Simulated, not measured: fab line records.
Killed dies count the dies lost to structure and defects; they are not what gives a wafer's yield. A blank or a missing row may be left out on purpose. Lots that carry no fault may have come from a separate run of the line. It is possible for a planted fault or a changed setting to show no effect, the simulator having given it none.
Struck lot and sound lot, side by side -- flow nand_harc -- 14 out of 1302 route steps
Sound: the wafers L268.2, L268.3, L268.5. The struck wafers were L267.1, L267.5, L267.6. The cause is named last.
For every step that has rows: the tool of each side, followed by ch and its chambers, followed by its first start. Under that, the readings that differ: sound wafers -- struck wafers -- difference of the means -- sigmas: that difference in standard deviations of wafers without a fault.
alike: readings with means less than 2 such deviations apart, plus words and numbers identical on both sides. not compared: withheld readings, readings lacking a value on some wafer, bounds such as >300 that could conceal the same value, and numbers that have no deviation in the record and whose values overlap.
The two part at a step that has a row with sigmas, a row that says differs or no value, or rows on one side only. When numbers do not overlap yet have no deviation, they are printed without sigmas and do not part them. Lack of a reading on every wafer of one side parts them only where that side has two or more wafers.

first, 7 steps without rows for these wafers: NHARC_P_CONTACT_COAT_34 (time 65 s); NHARC_P_CONTACT_COAT_06 (resist thk 90 nm); NHARC_P_CONTACT_SOFTBAKE_07 (time 55 s); NHARC_P_CONTACT_EBR_08; NHARC_P_CONTACT_EXPOSE_09 (exposes mask P CA, target cd 90 nm); NHARC_P_CONTACT_PEB_10 (peb time 65 s); NHARC_P_CONTACT_DEVELOP_11 (develop time 35 s).
NHARC_P_CONTACT_CD_MEAS_12: target cd 90 nm.
  sound on cd_sem-01 ch 0, day 13 19:32; struck on cd_sem-03 ch 0, day 13 09:17
  alike: cd_nm
NHARC_P_CONTACT_OVL_MEAS_13:
  struck on overlay-02, day 13 09:22; sound on overlay-02, day 13 19:38
reading,sound,struck,difference,sigmas
overlay_y_nm (nm),1.2 1.0 0.8,-1.4 -1.6 -1.7,-2.6,-3
  alike: overlay_x_nm
NHARC_P_CONTACT_INSPECT_14:
  struck on defect_inspect-02, day 13 09:24; sound on defect_inspect-02, day 13 19:40
  alike: raw_defect_count
NHARC_P_CONTACT_DESCUM_17: chemistry O2, time 3 s.
  sound on rie_diel-03 ch 0,2, day 13 19:43; struck on rie_diel-09 ch 0,1, day 13 09:28
  alike: drypump_motor_current_A, oes_product_au, rf_vpp_V, showerhead_plenum_p_Torr, throttle_valve_pct
  not compared: rf_hours_counter_h
NHARC_P_CONTACT_ETCH_35: etches the open film in CF4, target depth 39 nm, time 65 s.
  sound on rie_diel-03 ch 0,2,3, day 13 19:49; struck on rie_diel-09 ch 0,3, day 13 09:34
  alike: drypump_motor_current_A, oes_product_au, over_etch_frac, rf_vpp_V, showerhead_plenum_p_Torr, throttle_valve_pct
  not compared: rf_hours_counter_h
NHARC_P_CONTACT_ETCH_36: etches the open film in N2/H2, target depth 260 nm, time 406.25 s.
  sound on rie_diel-03 ch 0,1,3, day 13 19:56; struck on rie_diel-09 ch 1,2, day 13 09:38
reading,sound,struck,difference,sigmas
over_etch_frac,0.25 0.25 0.25,0.3939 0.3939 0.3939,+0.1439,
  alike: drypump_motor_current_A, oes_product_au, rf_vpp_V, showerhead_plenum_p_Torr, throttle_valve_pct
  not compared: rf_hours_counter_h
NHARC_P_CONTACT_ETCH_18: etches the open film in C4F8/O2/Ar, target depth 481 nm, time 240.5 s.
  sound on rie_diel-03 ch 0,2; struck on rie_diel-09 ch 0,3
  alike: oes_product_au, rf_vpp_V
  not compared: rf_hours_counter_h

## WHERE THEY PART
Within this record, at NHARC_P_CONTACT_OVL_MEAS_13 only. Later steps at which nothing parts them and some readings are alike: NHARC_P_CONTACT_INSPECT_14, NHARC_P_CONTACT_DESCUM_17, NHARC_P_CONTACT_ETCH_35, NHARC_P_CONTACT_ETCH_36, NHARC_P_CONTACT_ETCH_18.

WHY: whatever the simulator had introduced
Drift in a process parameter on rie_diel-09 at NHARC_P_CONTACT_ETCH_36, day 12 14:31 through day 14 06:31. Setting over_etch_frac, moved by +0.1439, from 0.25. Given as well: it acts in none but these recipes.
